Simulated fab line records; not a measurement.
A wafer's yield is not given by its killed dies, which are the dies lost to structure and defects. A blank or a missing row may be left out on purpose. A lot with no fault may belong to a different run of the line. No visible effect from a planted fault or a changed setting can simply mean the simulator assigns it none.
Lot-split experiment :: flow n5-finfet :: 7 lots, 39 wafers read, on a route of 1938 steps

THE SPLIT
At N5_FIN_CUT_CUT_ETCH_15 (etches Si in HBr/Cl2/O2, target depth 100 nm, bt time 10 s, time 42.4 s), the setting time-s was moved away from the recipe's 42.4 s on 12 of the 39 wafers read, by +12.0% to +21.7%. This setting was run at the recipe's value on the other wafers.

The split's own step is where the reading is taken.

THE READING
SOC_of_FIN_CUT_COAT_18.thk-nm (the simulator's own value, which no gauge read), in nm, at N5_FIN_CUT_CUT_ETCH_15 (etches Si in HBr/Cl2/O2, target depth 100 nm, bt time 10 s, time 42.4 s). There is no usual value for it anywhere in the file. Here, 27 wafers ran the recipe; their average is 170.4 nm with a standard deviation of 0.64 nm.

wafer: L075.1
tool, chamber at the split: rie-si-01, 0
time-s as run, s: 51.59
against the recipe: +21.7%
SOC_of_FIN_CUT_COAT_18.thk-nm, nm: 162.8
against lot-mates on the recipe: -7.0

wafer: L075.2
tool, chamber at the split: rie-si-01, 3
time-s as run, s: 42.4
against the recipe: recipe
SOC_of_FIN_CUT_COAT_18.thk-nm, nm: 169.2
against lot-mates on the recipe: -

wafer: L075.3
tool, chamber at the split: rie-si-01, 1
time-s as run, s: 42.4
against the recipe: recipe
SOC_of_FIN_CUT_COAT_18.thk-nm, nm: 170
against lot-mates on the recipe: -

wafer: L075.4
tool, chamber at the split: rie-si-01, 2
time-s as run, s: 51.59
against the recipe: +21.7%
SOC_of_FIN_CUT_COAT_18.thk-nm, nm: 161.6
against lot-mates on the recipe: -8.2

wafer: L075.5
tool, chamber at the split: rie-si-01, 0
time-s as run, s: 51.59
against the recipe: +21.7%
SOC_of_FIN_CUT_COAT_18.thk-nm, nm: 162
against lot-mates on the recipe: -7.8

wafer: L075.6
tool, chamber at the split: rie-si-01, 3
time-s as run, s: 42.4
against the recipe: recipe
SOC_of_FIN_CUT_COAT_18.thk-nm, nm: 170.2
against lot-mates on the recipe: -

wafer: L076.1
tool, chamber at the split: rie-si-05, 0
time-s as run, s: 42.4
against the recipe: recipe
SOC_of_FIN_CUT_COAT_18.thk-nm, nm: 171
against lot-mates on the recipe: -

wafer: L076.2
tool, chamber at the split: rie-si-05, 2
time-s as run, s: 42.4
against the recipe: recipe
SOC_of_FIN_CUT_COAT_18.thk-nm, nm: 170.4
against lot-mates on the recipe: -

wafer: L076.3
tool, chamber at the split: rie-si-05, 1
time-s as run, s: 42.4
against the recipe: recipe
SOC_of_FIN_CUT_COAT_18.thk-nm, nm: 170.8
against lot-mates on the recipe: -

wafer: L076.4
tool, chamber at the split: rie-si-05, 3
time-s as run, s: 42.4
against the recipe: recipe
SOC_of_FIN_CUT_COAT_18.thk-nm, nm: 171.4
against lot-mates on the recipe: -

wafer: L076.5
tool, chamber at the split: rie-si-05, 3
time-s as run, s: 42.4
against the recipe: recipe
SOC_of_FIN_CUT_COAT_18.thk-nm, nm: 171.2
against lot-mates on the recipe: -

wafer: L076.6
tool, chamber at the split: rie-si-05, 2
time-s as run, s: 42.4
against the recipe: recipe
SOC_of_FIN_CUT_COAT_18.thk-nm, nm: 169.8
against lot-mates on the recipe: -

wafer: L077.1
tool, chamber at the split: rie-si-06, 0
time-s as run, s: 42.4
against the recipe: recipe
SOC_of_FIN_CUT_COAT_18.thk-nm, nm: 168.8
against lot-mates on the recipe: -

wafer: L077.2
tool, chamber at the split: rie-si-06, 1
time-s as run, s: 42.4
against the recipe: recipe
SOC_of_FIN_CUT_COAT_18.thk-nm, nm: 169.4
against lot-mates on the recipe: -

wafer: L077.3
tool, chamber at the split: rie-si-06, 2
time-s as run, s: 42.4
against the recipe: recipe
SOC_of_FIN_CUT_COAT_18.thk-nm, nm: 169.8
against lot-mates on the recipe: -

wafer: L077.4
tool, chamber at the split: rie-si-06, 3
time-s as run, s: 49.17
against the recipe: +16.0%
SOC_of_FIN_CUT_COAT_18.thk-nm, nm: 164
against lot-mates on the recipe: -5.3

wafer: L077.5
tool, chamber at the split: rie-si-06, 1
time-s as run, s: 49.17
against the recipe: +16.0%
SOC_of_FIN_CUT_COAT_18.thk-nm, nm: 163.2
against lot-mates on the recipe: -6.1

wafer: L077.6
tool, chamber at the split: rie-si-06, 2
time-s as run, s: 49.17
against the recipe: +16.0%
SOC_of_FIN_CUT_COAT_18.thk-nm, nm: 163
against lot-mates on the recipe: -6.3

wafer: L082.1
tool, chamber at the split: rie-si-01, 0
time-s as run, s: 42.4
against the recipe: recipe
SOC_of_FIN_CUT_COAT_18.thk-nm, nm: 171
against lot-mates on the recipe: -

wafer: L082.2
tool, chamber at the split: rie-si-01, 2
time-s as run, s: 42.4
against the recipe: recipe
SOC_of_FIN_CUT_COAT_18.thk-nm, nm: 170
against lot-mates on the recipe: -

wafer: L082.3
tool, chamber at the split: rie-si-01, 3
time-s as run, s: 42.4
against the recipe: recipe
SOC_of_FIN_CUT_COAT_18.thk-nm, nm: 171.2
against lot-mates on the recipe: -

wafer: L082.4
tool, chamber at the split: rie-si-01, 1
time-s as run, s: 42.4
against the recipe: recipe
SOC_of_FIN_CUT_COAT_18.thk-nm, nm: 170.6
against lot-mates on the recipe: -

wafer: L082.5
tool, chamber at the split: rie-si-01, 3
time-s as run, s: 42.4
against the recipe: recipe
SOC_of_FIN_CUT_COAT_18.thk-nm, nm: 170.6
against lot-mates on the recipe: -

wafer: L082.6
tool, chamber at the split: rie-si-01, 2
time-s as run, s: 42.4
against the recipe: recipe
SOC_of_FIN_CUT_COAT_18.thk-nm, nm: 170
against lot-mates on the recipe: -

wafer: L083.1
tool, chamber at the split: rie-si-06, 2
time-s as run, s: 42.4
against the recipe: recipe
SOC_of_FIN_CUT_COAT_18.thk-nm, nm: 170.4
against lot-mates on the recipe: -

wafer: L083.2
tool, chamber at the split: rie-si-06, 1
time-s as run, s: 47.48
against the recipe: +12.0%
SOC_of_FIN_CUT_COAT_18.thk-nm, nm: 166
against lot-mates on the recipe: -4.7

wafer: L083.3
tool, chamber at the split: rie-si-06, 0
time-s as run, s: 42.4
against the recipe: recipe
SOC_of_FIN_CUT_COAT_18.thk-nm, nm: 171.4
against lot-mates on the recipe: -

wafer: L083.4
tool, chamber at the split: rie-si-06, 3
time-s as run, s: 47.48
against the recipe: +12.0%
SOC_of_FIN_CUT_COAT_18.thk-nm, nm: 165.8
against lot-mates on the recipe: -4.9

wafer: L083.5
tool, chamber at the split: rie-si-06, 2
time-s as run, s: 42.4
against the recipe: recipe
SOC_of_FIN_CUT_COAT_18.thk-nm, nm: 170.4
against lot-mates on the recipe: -

wafer: L083.6
tool, chamber at the split: rie-si-06, 1
time-s as run, s: 47.48
against the recipe: +12.0%
SOC_of_FIN_CUT_COAT_18.thk-nm, nm: 165.6
against lot-mates on the recipe: -5.1

wafer: L087.2
tool, chamber at the split: rie-si-01, 3
time-s as run, s: 42.4
against the recipe: recipe
SOC_of_FIN_CUT_COAT_18.thk-nm, nm: 171
against lot-mates on the recipe: -

wafer: L087.3
tool, chamber at the split: rie-si-01, 2
time-s as run, s: 42.4
against the recipe: recipe
SOC_of_FIN_CUT_COAT_18.thk-nm, nm: 170.4
against lot-mates on the recipe: -

wafer: L087.4
tool, chamber at the split: rie-si-01, 0
time-s as run, s: 42.4
against the recipe: recipe
SOC_of_FIN_CUT_COAT_18.thk-nm, nm: 170.4
against lot-mates on the recipe: -

wafer: L089.1
tool, chamber at the split: rie-si-05, 1
time-s as run, s: 51.12
against the recipe: +20.6%
SOC_of_FIN_CUT_COAT_18.thk-nm, nm: 161.6
against lot-mates on the recipe: -8.5

wafer: L089.2
tool, chamber at the split: rie-si-05, 3
time-s as run, s: 42.4
against the recipe: recipe
SOC_of_FIN_CUT_COAT_18.thk-nm, nm: 170.2
against lot-mates on the recipe: -

wafer: L089.3
tool, chamber at the split: rie-si-05, 0
time-s as run, s: 42.4
against the recipe: recipe
SOC_of_FIN_CUT_COAT_18.thk-nm, nm: 170.4
against lot-mates on the recipe: -

wafer: L089.4
tool, chamber at the split: rie-si-05, 2
time-s as run, s: 42.4
against the recipe: recipe
SOC_of_FIN_CUT_COAT_18.thk-nm, nm: 169.8
against lot-mates on the recipe: -

wafer: L089.5
tool, chamber at the split: rie-si-05, 3
time-s as run, s: 51.12
against the recipe: +20.6%
SOC_of_FIN_CUT_COAT_18.thk-nm, nm: 160.8
against lot-mates on the recipe: -9.3

wafer: L089.6
tool, chamber at the split: rie-si-05, 2
time-s as run, s: 51.12
against the recipe: +20.6%
SOC_of_FIN_CUT_COAT_18.thk-nm, nm: 161.2
against lot-mates on the recipe: -8.9

THE FIT
A straight line over all 39 wafers: SOC_of_FIN_CUT_COAT_18.thk-nm changes by -0.413 nm for each +1% of time-s; r = -0.98; the points scatter about the line by 0.67 nm.
The same after taking each lot's own level away (the mean of its wafers on the recipe; 39 wafers): -0.39 nm for each +1%; r = -0.99; scatter 0.56 nm.
That fit puts the effect of the largest move of time-s on the reading at 8.4 nm.
From 169.33 to 170.77 nm: that is the span of the lots' own levels, equal to 2.2 times the standard deviation above.
The two slopes are in agreement: the lot-to-lot level therefore moves the slope only a little.
Check: for one of the wafers moved furthest among these (+21.7%), held out of the fit, the line's prediction against its lot-mates is -8.66 nm. Against them it came out at -7 nm.

THE WHOLE CHAIN: every reading that the file lists as answering this split, in the file's order
step: N5_FIN_CUT_CUT_ETCH_15
what it does: etches Si in HBr/Cl2/O2, target depth 100 nm, bt time 10 s, time 42.4 s
reading: FIN_CUT.feature-depth-nm (the simulator's own value, which no gauge read)
change (the file's fit): +1 nm for each +1% of the setting
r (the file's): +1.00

step: N5_FIN_CUT_CUT_ETCH_15
what it does: etches Si in HBr/Cl2/O2, target depth 100 nm, bt time 10 s, time 42.4 s
reading: etch.depth-nm (the simulator's own value, which no gauge read)
change (the file's fit): +1 nm for each +1% of the setting
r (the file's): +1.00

step: N5_FIN_CUT_CUT_ETCH_15
what it does: etches Si in HBr/Cl2/O2, target depth 100 nm, bt time 10 s, time 42.4 s
reading: SOC_of_FIN_CUT_COAT_18.thk-nm (the simulator's own value, which no gauge read)
change (the file's fit): -0.39 nm for each +1% of the setting
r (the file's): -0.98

FILE'S OWN FIT
SOC_of_FIN_CUT_COAT_18.thk-nm changes by -0.39 nm for each +1% of time-s, r = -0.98.
